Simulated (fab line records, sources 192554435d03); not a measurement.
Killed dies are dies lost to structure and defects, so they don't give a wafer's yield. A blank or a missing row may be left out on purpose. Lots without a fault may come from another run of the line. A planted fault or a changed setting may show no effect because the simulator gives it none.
fab line records | flow n5_finfet | part 1 of 2: steps 1 to 20 of 26
record lots=5 wafers=15 last_day=20
route steps=1938 shown BEOL_M0_SAQP@643
lots that met no fault: from a run of the same line without faults
start_h: hours from the record's first day to the start of the lot's first wafer shown | wait_h: hours since the lot's step before | " the same as in the row above | L1.1+2: a row that stands for several wafers | - no value, or no start given | * or withheld: withheld | < > ~ a bound
route shown NAME@n: a module of which the file shows steps, and the number in the route of the first | usual: mean/standard deviation of fault-free wafers | same: alike in all rows | chamber/n: place in a boat | sites: the reading at each site | _std_site: their standard deviation | _edge_site: outer sites' mean less inner sites' | radius_mm: how far each site lies from the wafer's centre | mask NAME#n: copy n | behind: the tool/chamber that last shaped the wafer | hold: why the lot was held/for how many hours/how that ended | device: the transistor (n, p or np) that didn't switch | end of line: the same wafers' tests at the end of the route | a step without rows: its recipe alone | killed: dies lost to structure and defects at the first sort, not the wafer's yield | map: a wafer's dies, x killed, . not, _ none there
set.NAME: the setting as run; set.NAME@STEP: as run at that earlier step | model.NAME: the simulator's own value behind a step, which no gauge read
lots at some steps of the route; a table a step, a row a wafer
services: from which hour (start_h, from the record's first day; less than 0 if before it) a tool's chamber was out of use, for how many hours, and why
## steps
# step N5_BEOL_M0_SAQP_COAT_08
# recipe resist=CAR-ArF spin_rpm=1500 resist_thk_nm=90
# usual dispense_pressure_kPa=48/3.2
# columns lot.wafer tool chamber start_h wait_h dispense_pressure_kPa
L080.1 litho_track-04 0 - - 49
L080.3 " 0 " " 49
L080.6 " 0 " " 49
L081.3 litho_track-01 0 - - 52
L081.4 " 0 " " 52
L081.5 " 0 " " 52
L089.3 litho_track-03 0 - - 43
L089.4 " 0 " " 43
L089.6 " 0 " " 43
L092.1 litho_track-03 0 - - 43
L092.2 " 0 " " 43
L092.4 " 0 " " 43
L094.2 litho_track-04 0 - - 49
L094.5 " 0 " " 49
L094.6 " 0 " " 49
# step N5_BEOL_M0_SAQP_EBR_10
# recipe solvent=PGMEA ebr_width_mm=1.5
# columns lot.wafer tool chamber start_h wait_h
L080.1+3+6 litho_track-04 0 - -
L081.3+4+5 litho_track-01 0 - -
L089.3+4+6 litho_track-03 0 - -
L092.1+2+4 litho_track-03 0 - -
L094.2+5+6 litho_track-04 0 - -
# step N5_BEOL_M0_SAQP_SOFTBAKE_09
# recipe temp_c=110 time_s=60 resist=CAR-ArF
# usual plate_temp_C=110.03/0.13
# columns lot.wafer tool chamber start_h wait_h plate_temp_C
L080.1 litho_track-04 0 - - 109.89
L080.3 " 0 " " 109.87
L080.6 " 0 " " 109.93
L081.3 litho_track-01 0 - - 110.07
L081.4 " 0 " " 109.95
L081.5 " 0 " " 109.88
L089.3 litho_track-03 0 - - 110.04
L089.4 " 0 " " 110.04
L089.6 " 0 " " 109.82
L092.1 litho_track-03 0 - - 109.85
L092.2 " 0 " " 109.95
L092.4 " 0 " " 109.92
L094.2 litho_track-04 0 - - 110.07
L094.5 " 0 " " 110.14
L094.6 " 0 " " 109.88
# step N5_BEOL_M0_SAQP_EXPOSE_11
# recipe mask_id=M0_CORE na=1.35 source_shape=dipole sigma_inner=0.538 sigma_outer=0.738 polarization=te target_cd_nm=42 dose_mj=55
# columns lot.wafer tool chamber start_h wait_h mask
L080.1+3+6 arfi_scanner-01 0 147.98 - M0_CORE#0
L081.3+4+5 arfi_scanner-01 0 154.82 - M0_CORE#0
L089.3+4+6 arfi_scanner-01 0 202.53 - M0_CORE#0
L092.1+2+4 arfi_scanner-03 0 217.45 - M0_CORE#0
L094.2+5+6 arfi_scanner-02 0 232.28 - M0_CORE#0
# step N5_BEOL_M0_SAQP_PEB_12
# recipe peb_temp_c=withheld peb_time_s=60 resist=CAR-ArF
# columns lot.wafer tool chamber start_h wait_h
L080.1+3+6 litho_track-03 0 148.04 0.1
L081.3+4+5 litho_track-04 0 154.87 0.0
L089.3+4+6 litho_track-01 0 202.58 0.0
L092.1+2+4 litho_track-03 0 217.51 0.1
L094.2+5+6 litho_track-01 0 232.34 0.0
# step N5_BEOL_M0_SAQP_DEVELOP_13
# recipe develop_time_s=30 developer=TMAH resist=CAR-ArF dev_temp_c=23 rinse_liquid=diw dry=air_spin
# usual developer_temp_C=23.00/0.088
# columns lot.wafer tool chamber start_h wait_h developer_temp_C
L080.1 litho_track-03 0 - - 22.81
L080.3 " 0 " " 22.94
L080.6 " 0 " " 22.86
L081.3 litho_track-04 0 - - 22.92
L081.4 " 0 " " 23.01
L081.5 " 0 " " 22.92
L089.3 litho_track-01 0 - - 23.00
L089.4 " 0 " " 23.01
L089.6 " 0 " " 22.93
L092.1 litho_track-03 0 - - 23.01
L092.2 " 0 " " 23.02
L092.4 " 0 " " 22.90
L094.2 litho_track-01 0 - - 22.96
L094.5 " 0 " " 23.06
L094.6 " 0 " " 23.03
# step N5_BEOL_M0_SAQP_CD_MEAS_14
# recipe target_cd_nm=42.5 landing_energy_ev=500 detector=se_inlens
# usual cd_nm=42.4/0.38
# same landing_energy_ev=500
# columns lot.wafer tool chamber start_h wait_h cd_nm
L080.1 cd_sem-03 0 148.11 - 42.6
L080.3 " 0 " " 42.1
L080.6 " 0 " " 42.7
L081.3 cd_sem-03 0 154.94 - 42.6
L081.4 " 0 " " 42.3
L081.5 " 0 " " 42.4
L089.3 cd_sem-03 0 202.65 - 43.6
L089.4 " 0 " " 42.8
L089.6 " 0 " " 42.9
L092.1 cd_sem-01 0 217.58 - 42.2
L092.2 " 0 " " 41.9
L092.4 " 0 " " 41.6
L094.2 cd_sem-03 0 232.41 - 41.9
L094.5 " 0 " " 42.8
L094.6 " 0 " " 42.2
# step N5_BEOL_M0_SAQP_OVL_MEAS_15
# recipe points_per_wafer=44
# usual M0_CORE_OVL=0.2/0.75
# columns lot.wafer tool chamber start_h wait_h M0_CORE_OVL[nm]
L080.1 overlay-01 0 148.14 0.0 0.1
L080.3 " 0 " " 0.2
L080.6 " 0 " " -0.6
L081.3 overlay-02 0 154.97 0.0 0.3
L081.4 " 0 " " 0.1
L081.5 " 0 " " -0.6
L089.3 overlay-01 0 202.68 0.0 0.3
L089.4 " 0 " " 0.4
L089.6 " 0 " " 0.5
L092.1 overlay-02 0 217.61 0.0 -0.4
L092.2 " 0 " " 0.5
L092.4 " 0 " " 0.1
L094.2 overlay-01 0 232.43 0.0 0.8
L094.5 " 0 " " 0.8
L094.6 " 0 " " -0.1
# step N5_BEOL_M0_SAQP_INSPECT_16
# recipe mode=adi inspect_instrument=brightfield
# usual raw_defect_count=489/150
# columns lot.wafer tool chamber start_h wait_h raw_defect_count
L080.1 defect_inspect-02 - 148.16 0.0 725
L080.3 " - " " 567
L080.6 " - " " 530
L081.3 defect_inspect-02 - 154.99 0.0 423
L081.4 " - " " 468
L081.5 " - " " 502
L089.3 defect_inspect-01 - 202.70 0.0 496
L089.4 " - " " 632
L089.6 " - " " 690
L092.1 defect_inspect-01 - 217.63 0.0 310
L092.2 " - " " 377
L092.4 " - " " 375
L094.2 defect_inspect-01 - 232.46 0.0 521
L094.5 " - " " 477
L094.6 " - " " 537
# step N5_BEOL_M0_SAQP_DESCUM_19
# recipe chemistry=O2 time_s=7.9 source_power_w=50 bias_power_w=20 pressure_mtorr=20 rf_frequency_hz=2.712e+07 temp_c=40 resist=CAR-ArF o2_flow_sccm=225
# usual drypump_motor_current_A=5.6/0.31 o2_flow_sccm=224.9/0.64 oes_product_au=0.78/0.09 rf_fwd_power_W=49.41/0.21 rf_vpp_V=243.0/1.6 showerhead_plenum_p_Torr=2.08/0.086 throttle_valve_pct=20.4/0.37
# columns lot.wafer tool chamber start_h wait_h drypump_motor_current_A o2_flow_sccm oes_product_au rf_fwd_power_W rf_hours_counter_h rf_vpp_V showerhead_plenum_p_Torr throttle_valve_pct
L080.1 rie_diel-02 2 148.47 0.3 5.8 224.7 0.72 49.68 173 241.8 2.00 20.6
L080.3 " 1 " " 4.8 224.9 0.77 49.34 141 242.8 2.13 20.8
L080.6 " 3 " " 5.4 224.9 0.89 49.38 - 246.7 2.24 20.1
L081.3 rie_diel-06 3 155.02 0.0 5.4 225.8 0.67 49.38 244 241.6 1.95 20.7
L081.4 " 2 " " 5.8 224.4 0.73 49.06 - 243.4 2.15 19.9
L081.5 " 1 " " 5.6 224.0 0.79 49.23 - 241.8 2.03 20.9
L089.3 rie_diel-06 2 203.10 0.4 5.8 224.7 0.70 49.54 178 243.7 2.15 19.9
L089.4 " 2 " " 5.8 223.8 0.71 49.45 - 243.6 2.15 19.9
L089.6 " 0 " " 5.7 224.7 0.96 49.63 - 243.0 2.07 20.1
L092.1 rie_diel-02 1 217.66 0.0 4.9 225.6 0.75 49.57 166 244.2 2.12 20.9
L092.2 " 2 " " 5.8 224.5 0.69 49.50 197 239.4 1.99 20.7
L092.4 " 3 " " 5.4 224.7 0.84 49.62 48 244.8 2.23 20.1
L094.2 rie_diel-02 0 232.49 0.0 5.8 225.0 0.82 49.75 88 241.8 2.01 20.4
L094.5 " 2 " " 5.8 224.6 0.69 49.17 - 243.0 1.99 20.7
L094.6 " 0 " " 5.8 225.3 0.82 49.62 - 242.4 2.01 20.4
# step N5_BEOL_M0_SAQP_ETCH_83
# recipe chemistry=CF4 target=SiARC target_depth_a=390 mask_material=CAR-ArF time_s=65 ion_energy_ev=80 pressure_mtorr=40 source_w=545 bias_w=36 Ar_flow_sccm=100 cf4_flow_sccm=100 ends=cleared
# usual drypump_motor_current_A=5.6/0.31 etch_rf_on_time_s=65.0/1.7 oes_product_au=0.67/0.077 rf_fwd_power_W=539.0/2.1 rf_vpp_V=183.9/1.3 showerhead_plenum_p_Torr=2.14/0.081 throttle_valve_pct=15.7/0.35
# columns lot.wafer tool chamber start_h wait_h drypump_motor_current_A etch_rf_on_time_s oes_product_au rf_fwd_power_W rf_hours_counter_h rf_vpp_V showerhead_plenum_p_Torr throttle_valve_pct
L080.1 rie_diel-02 2 148.51 0.0 5.8 68.0 0.60 538.3 173 183.4 2.06 16.0
L080.3 " 1 " " 4.8 63.3 0.67 538.2 141 185.0 2.17 15.9
L080.6 " 3 " " 5.4 64.3 0.75 534.6 - 186.1 2.28 15.2
L081.3 rie_diel-06 3 155.06 0.0 5.4 65.7 0.58 537.7 244 181.0 2.04 16.2
L081.4 " 2 " " 5.8 66.4 0.63 537.7 - 185.1 2.23 15.3
L081.5 " 1 " " 5.6 65.1 0.67 538.3 - 182.0 2.08 16.0
L089.3 rie_diel-06 2 203.13 0.0 5.8 65.5 0.62 537.7 178 185.6 2.22 15.3
L089.4 " 2 " " 5.8 65.9 0.61 535.6 - 185.4 2.22 15.3
L089.6 " 0 " " 5.7 64.5 0.82 540.9 - 183.4 2.12 15.2
L092.1 rie_diel-02 1 217.70 0.0 4.8 64.2 0.65 542.2 166 182.5 2.16 15.9
L092.2 " 2 " " 5.8 68.2 0.58 541.4 197 182.2 2.05 16.0
L092.4 " 3 " " 5.4 64.8 0.72 534.6 48 184.9 2.27 15.3
L094.2 rie_diel-02 0 232.53 0.0 5.8 62.5 0.70 544.0 88 183.5 2.10 15.7
L094.5 " 2 " " 5.8 68.9 0.58 540.2 - 184.1 2.05 16.0
L094.6 " 0 " " 5.8 63.5 0.70 543.0 - 182.6 2.10 15.7
# step N5_BEOL_M0_SAQP_ETCH_84
# recipe chemistry=N2/H2 target=SOC target_depth_a=1000 overetch_a=200 mask_material=SiARC temp_c=40 time_s=150 ion_energy_ev=200 pressure_mtorr=30 source_w=840 bias_w=150 n2_flow_sccm=200 h2_flow_sccm=200
# usual drypump_motor_current_A=5.6/0.31 oes_product_au=0.70/0.076 rf_fwd_power_W=836.5/2.3 rf_vpp_V=523.5/3 showerhead_plenum_p_Torr=2.53/0.11 throttle_valve_pct=17.8/0.36
# columns lot.wafer tool chamber start_h wait_h drypump_motor_current_A oes_product_au rf_fwd_power_W rf_hours_counter_h rf_vpp_V showerhead_plenum_p_Torr throttle_valve_pct
L080.1 rie_diel-02 2 148.56 0.0 5.8 0.65 837.7 173 519.7 2.44 18.1
L080.3 " 1 " " 4.8 0.69 838.0 141 523.2 2.54 18.0
L080.6 " 3 " " 5.4 0.79 835.9 - 528.1 2.70 17.5
L081.3 rie_diel-06 3 155.11 0.0 5.4 0.61 832.1 244 521.9 2.41 18.5
L081.4 " 2 " " 5.8 0.66 834.2 - 526.5 2.65 17.4
L081.5 " 1 " " 5.6 0.70 834.7 - 519.6 2.42 18.0
L089.3 rie_diel-06 2 203.18 0.0 5.8 0.65 836.6 178 527.1 2.64 17.4
L089.4 " 2 " " 5.8 0.65 836.6 - 526.3 2.64 17.4
L089.6 " 0 " " 5.7 0.85 838.2 - 522.9 2.49 17.2
L092.1 rie_diel-02 1 217.75 0.0 4.8 0.67 836.8 166 522.4 2.53 18.1
L092.2 " 2 " " 5.9 0.63 836.7 197 518.9 2.44 18.2
L092.4 " 3 " " 5.4 0.75 837.1 48 528.3 2.69 17.5
L094.2 rie_diel-02 0 232.58 0.0 5.8 0.72 838.3 88 523.3 2.44 17.7
L094.5 " 2 " " 5.9 0.63 838.5 - 521.7 2.43 18.2
L094.6 " 0 " " 5.8 0.72 842.0 - 523.2 2.44 17.7
# step N5_BEOL_M0_SAQP_STRIP_80
# recipe chemistry=N2/H2 temp_c=40 n2_flow_sccm=200 h2_flow_sccm=200 rf_frequency_hz=6e+07
# columns lot.wafer tool chamber start_h wait_h
L080.1+3+6 rie_diel-02 2,1,3 148.66 0.0
L081.3+4+5 rie_diel-06 3,2,1 155.21 0.0
L089.3+4+6 rie_diel-06 2,2,0 203.28 0.0
L092.1+2+4 rie_diel-02 1,2,3 217.85 0.0
L094.2+5+6 rie_diel-02 0,2,0 232.67 0.0
# step N5_BEOL_M0_SAQP_HM_OPEN_112
# recipe chemistry=CHF3/O2 target=SiO2 stop_on=a-Si target_depth_a=120 over_etch_frac=1.25 mask_material=SOC time_s=13.5 pressure_mtorr=30 source_w=650 bias_w=170 Ar_flow_sccm=200 CHF3_flow_sccm=50 O2_flow_sccm=5 ion_energy_ev=200 ends=end_point
# usual drypump_motor_current_A=5.6/0.31 oes_product_au=0.51/0.055 rf_fwd_power_W=645.0/2.3 rf_vpp_V=527/12 showerhead_plenum_p_Torr=2.41/0.092 throttle_valve_pct=18.9/0.38
# columns lot.wafer tool chamber start_h wait_h drypump_motor_current_A oes_product_au rf_fwd_power_W rf_hours_counter_h rf_vpp_V showerhead_plenum_p_Torr throttle_valve_pct
L080.1 rie_diel-02 2 148.67 0.0 5.8 0.47 644.1 173 543 2.32 19.2
L080.3 " 1 " " 4.8 0.51 643.9 141 513 2.45 19.2
L080.6 " 3 " " 5.4 0.58 642.2 - 524 2.55 18.4
L081.3 rie_diel-06 3 155.22 0.0 5.4 0.44 642.9 244 536 2.29 19.4
L081.4 " 2 " " 5.8 0.49 644.5 - 520 2.52 18.5
L081.5 " 1 " " 5.6 0.53 644.8 - 522 2.36 19.4
L089.3 rie_diel-06 2 203.29 0.0 5.8 0.48 643.7 178 519 2.51 18.5
L089.4 " 2 " " 5.8 0.48 643.9 - 520 2.51 18.5
L089.6 " 0 " " 5.7 0.62 649.6 - 536 2.37 18.4
L092.1 rie_diel-02 1 217.86 0.0 4.8 0.49 646.0 166 514 2.44 19.2
L092.2 " 2 " " 5.8 0.45 648.7 197 543 2.31 19.2
L092.4 " 3 " " 5.4 0.55 645.2 48 524 2.54 18.5
L094.2 rie_diel-02 0 232.68 0.0 5.8 0.52 644.9 88 519 2.37 19.0
L094.5 " 2 " " 5.8 0.46 642.5 - 542 2.31 19.2
L094.6 " 0 " " 5.8 0.52 647.4 - 517 2.37 19.0
# step N5_BEOL_M0_SAQP_STRIP_113
# recipe chemistry=CHF3/O2 resist=SiARC rf_frequency_hz=6e+07
# columns lot.wafer tool chamber start_h wait_h
L080.1+3+6 rie_diel-02 2,1,3 148.72 0.0
L081.3+4+5 rie_diel-06 3,2,1 155.27 0.0
L089.3+4+6 rie_diel-06 2,2,0 203.34 0.0
L092.1+2+4 rie_diel-02 1,2,3 217.91 0.0
L094.2+5+6 rie_diel-02 0,2,0 232.74 0.0
# step N5_BEOL_M0_SAQP_MANDREL_ETCH_20
# recipe target_depth_a=600 chemistry=HBr/Cl2 target=a-Si stop_on=SiNx bt_time_s=10 mask_material=SOC over_etch_frac=0.5 time_s=30 pressure_mtorr=10 icp_w=800 bias_w=75 HBr_flow_sccm=150 Cl2_flow_sccm=80 ends=end_point
# usual HBr_flow_sccm=150.0/0.46 drypump_motor_current_A=5.9/0.35 oes_product_au=0.774/0.013 rf_fwd_power_W=796.0/2.5 throttle_valve_pct=35.1/0.4
# columns lot.wafer tool chamber start_h wait_h HBr_flow_sccm drypump_motor_current_A oes_product_au rf_fwd_power_W rf_hours_counter_h throttle_valve_pct
L080.1 rie_si-06 1 148.75 0.0 149.5 6.0 0.761 798.5 5 35.0
L080.3 " 3 " " 149.5 5.7 0.769 801.6 186 35.3
L080.6 " 0 " " 150.9 6.1 0.808 796.9 - 35.1
L081.3 rie_si-06 1 155.30 0.0 150.1 6.0 0.768 799.5 5 35.0
L081.4 " 2 " " 149.7 6.1 0.768 797.4 8 34.8
L081.5 " 2 " " 150.3 6.1 0.771 795.6 - 34.8
L089.3 rie_si-05 3 203.37 0.0 150.6 5.6 0.795 794.5 178 35.2
L089.4 " 0 " " 150.8 6.3 0.795 795.1 76 35.4
L089.6 " 3 " " 150.7 5.6 0.783 798.1 - 35.2
L092.1 rie_si-04 0 217.94 0.0 149.3 6.1 0.781 794.5 8 35.2
L092.2 " 2 " " 149.7 5.9 0.791 796.7 19 36.0
L092.4 " 3 " " 149.7 6.2 0.788 797.5 100 34.8
L094.2 rie_si-06 1 232.77 0.0 149.8 6.1 0.757 792.5 7 35.0
L094.5 " 2 " " 150.6 6.1 0.750 794.8 - 34.8
L094.6 " 0 " " 149.6 6.1 0.792 794.2 - 35.1
# step N5_BEOL_M0_SAQP_STRIP_86
# recipe chemistry=N2/H2 power_w=500 temp_c=40 pressure_mtorr=50 rf_frequency_hz=6e+07 overash_fraction=0.3 bias_power_w=28 h2_frac=0.5 n2_flow_sccm=300 h2_flow_sccm=300
# usual drypump_motor_current_A=5.7/0.36 oes_product_au=0.77/0.085 rf_vpp_V=121.8/1.5 showerhead_plenum_p_Torr=3.34/0.13 throttle_valve_pct=18.8/0.37
# same overash_fraction=0.3
# columns lot.wafer tool chamber start_h wait_h drypump_motor_current_A oes_product_au rf_hours_counter_h rf_vpp_V showerhead_plenum_p_Torr throttle_valve_pct
L080.1 rie_diel-02 3 148.85 0.1 5.4 0.88 23 123.4 3.56 18.8
L080.3 " 1 " " 4.9 0.77 141 122.0 3.35 19.3
L080.6 " 2 " " 5.9 0.71 - 120.8 3.23 19.1
L081.3 rie_diel-03 1 155.44 0.1 5.9 0.73 205 125.2 3.47 18.8
L081.4 " 0 " " 5.2 0.69 234 122.1 3.30 18.8
L081.5 " 3 " " 6.5 0.76 - 123.3 3.36 18.5
L089.3 rie_diel-06 2 203.47 0.1 5.8 0.72 178 123.8 3.48 18.3
L089.4 " 1 " " 5.7 0.77 - 122.1 3.20 19.0
L089.6 " 2 " " 5.8 0.70 - 122.1 3.48 18.3
L092.1 rie_diel-02 3 218.04 0.1 5.4 0.83 48 122.1 3.54 18.8
L092.2 " 0 " " 5.8 0.82 82 118.4 3.24 18.6
L092.4 " 2 " " 5.9 0.69 197 121.9 3.22 19.1
L094.2 rie_diel-02 2 232.87 0.1 5.9 0.69 203 122.4 3.22 19.1
L094.5 " 2 " " 5.9 0.69 - 121.6 3.22 19.1
L094.6 " 3 " " 5.4 0.82 - 122.9 3.54 18.8
# step N5_BEOL_M0_SAQP_STRIP_115
# recipe chemistry=post_etch_residue_remover time_s=60 temp_c=25 remover_ph=withheld remover_water_wt_pct=withheld remover_fluoride_wt_pct=withheld
# columns lot.wafer tool chamber start_h wait_h
L080.1+3+6 wet_bench-03 2,5,0 148.91 -
L081.3+4+5 wet_bench-02 4,6,0 155.50 -
L089.3+4+6 wet_bench-05 7,2,6 203.54 -
L092.1+2+4 wet_bench-03 7,1,5 218.11 -
L094.2+5+6 wet_bench-05 0,3,4 232.93 -
# step N5_BEOL_M0_SAQP_SRD_93
# recipe dry=ipa_marangoni time_s=30 temp_c=23 rinse_liquid=diw
# columns lot.wafer tool chamber start_h wait_h
L080.1+3+6 wet_bench-03 2,5,0 148.93 0.0
L081.3+4+5 wet_bench-02 4,6,0 155.52 0.0
L089.3+4+6 wet_bench-05 7,2,6 203.56 0.0
L092.1+2+4 wet_bench-03 7,1,5 218.13 0.0
L094.2+5+6 wet_bench-05 0,3,4 232.95 0.0
# step N5_BEOL_M0_SAQP_RECESS_114
# recipe chemistry=HF/NH3 target=SiO2 target_depth_a=144 afs_cycles=3 temp_c=30 sublimation_temp_c=180 sublimation_time_s=60
# usual drypump_motor_current_A=5.7/0.43
# same afs_cycles=3
# columns lot.wafer tool chamber start_h wait_h drypump_motor_current_A
L080.1 vapor_etch-02 0 148.98 0.0 6.1
L080.3 " 0 " " 6.1
L080.6 " 1 " " 5.2
L081.3 vapor_etch-01 0 155.73 0.2 5.4
L081.4 " 1 " " 6.1
L081.5 " 0 " " 5.4
L089.3 vapor_etch-02 0 203.72 0.1 6.1
L089.4 " 1 " " 5.2
L089.6 " 1 " " 5.2
L092.1 vapor_etch-01 0 218.17 0.0 5.4
L092.2 " 1 " " 6.2
L092.4 " 1 " " 6.2
L094.2 vapor_etch-01 1 233.04 0.1 6.2
L094.5 " 0 " " 5.4
L094.6 " 1 " " 6.1
